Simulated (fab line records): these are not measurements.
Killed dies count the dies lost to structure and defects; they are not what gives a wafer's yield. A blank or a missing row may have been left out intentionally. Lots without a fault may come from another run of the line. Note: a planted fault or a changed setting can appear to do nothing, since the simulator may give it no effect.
Comparing a struck lot with a sound one + flow nandHarc + 13 steps out of a route of 1302
Sound: the wafers L964.2, L964.4, L964.5. Struck: wafer L956.1 (left out: L956.6, a lot-mate that was not struck); the cause follows at the end.
Each step with rows lists, per side, the tool, then ch with its chambers, then its first start. Under that, the readings that differ: sound wafers + struck wafers + difference of the means + sigmas: that difference in standard deviations of wafers without a fault.
alike: same words and numbers on both sides, and readings whose means sit less than 2 such deviations apart. not compared: any withheld reading, any reading some wafer has no value for, any bound like >300 that may hide the same value, and any number with overlapping values for which the record gives no deviation.
Wherever a step has rows on one side only, a row that says differs or no value, or a row with sigmas, the two part there. Numbers that don't overlap but have no deviation are shown without sigmas and don't part them. A reading missing from all wafers of one side parts the sides only when that side holds two or more wafers.

first, 6 steps without rows for these wafers: NHARC_A_STAIRCASE_SOFTBAKE_212 (time 170 s); NHARC_A_STAIRCASE_EBR_213; NHARC_A_STAIRCASE_EXPOSE_214 (exposes mask STAIR 3); NHARC_A_STAIRCASE_PEB_215 (peb time 130 s); NHARC_A_STAIRCASE_DEVELOP_216 (time 140 s); NHARC_A_STAIRCASE_HARDBAKE_218 (time 140 s).
NHARC_A_STAIRCASE_DESCUM_219: chemistry O2, time 3 s.
  sound on rieDiel-13 ch 2,3, day 23 18:38; struck on rieDiel-07 ch 3, day 20 08:59
  alike: drypumpMotorCurrentA, oesProductAu, rfVppV, showerheadPlenumPTorr, throttleValvePct
  not compared: rfHoursCounterH
NHARC_A_STAIRCASE_TRIM_220: chemistry O2, time 211.2 s.
  sound on rieDiel-13 ch 1,3, day 23 18:42; struck on rieDiel-07 ch 2, day 20 09:05
  alike: drypumpMotorCurrentA, oesProductAu, rfVppV, runLengthS, showerheadPlenumPTorr, throttleValvePct
  not compared: rfHoursCounterH
NHARC_A_STAIRCASE_ETCH_221: etches the open film in C4F8/O2, target depth 100 nm, time 40.5 s.
  sound on rieDiel-13 ch 0,1,2; struck on rieDiel-07 ch 0
  alike: oesProductAu, rfVppV
  not compared: rfHoursCounterH
then, 1 step without rows for these wafers: NHARC_A_STAIRCASE_TRIM_222 (chemistry O2, time 211.2 s).
NHARC_A_STAIRCASE_ETCH_223: etches the open film in C4F8/O2, target depth 100 nm, time 40.5 s.
  sound on rieDiel-13 ch 0,2; struck on rieDiel-07 ch 2
  alike: oesProductAu, rfVppV
  not compared: rfHoursCounterH
NHARC_A_STAIRCASE_TRIM_224: chemistry O2, time 211.2 s.
  sound on rieDiel-13 ch 1,3, day 23 19:10; struck on rieDiel-07 ch 2, day 20 09:32
| reading              | sound                | struck | difference | sigmas      |
|----------------------|----------------------|--------|------------|-------------|
| oesProductAu (a.u.)  | 1.000 0.989 0.986    | 1.031  | +0.039     | +4          |
| runLengthS (s)       | 233.1 232.5 232.7    | 159.5  | -73.3      | -99 or more |
| throttleValvePct (%) | 17.029 17.033 17.036 | 17.051 | +0.018     | +2          |
  alike: drypumpMotorCurrentA, rfVppV, showerheadPlenumPTorr
  not compared: rfHoursCounterH
NHARC_A_STAIRCASE_ETCH_225: etches the open film in C4F8/O2, target depth 100 nm, time 40.5 s.
  sound on rieDiel-13 ch 0,1; struck on rieDiel-07 ch 1
  alike: oesProductAu, rfVppV
  not compared: rfHoursCounterH

## WHERE THEY PART
Only at NHARC_A_STAIRCASE_TRIM_224, within this record. Later steps at which nothing parts them and some readings are alike: NHARC_A_STAIRCASE_ETCH_225.

WHY: what the simulator had put in
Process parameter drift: rieDiel-07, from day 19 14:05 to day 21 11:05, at NHARC_A_STAIRCASE_TRIM_224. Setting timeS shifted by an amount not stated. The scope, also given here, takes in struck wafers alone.
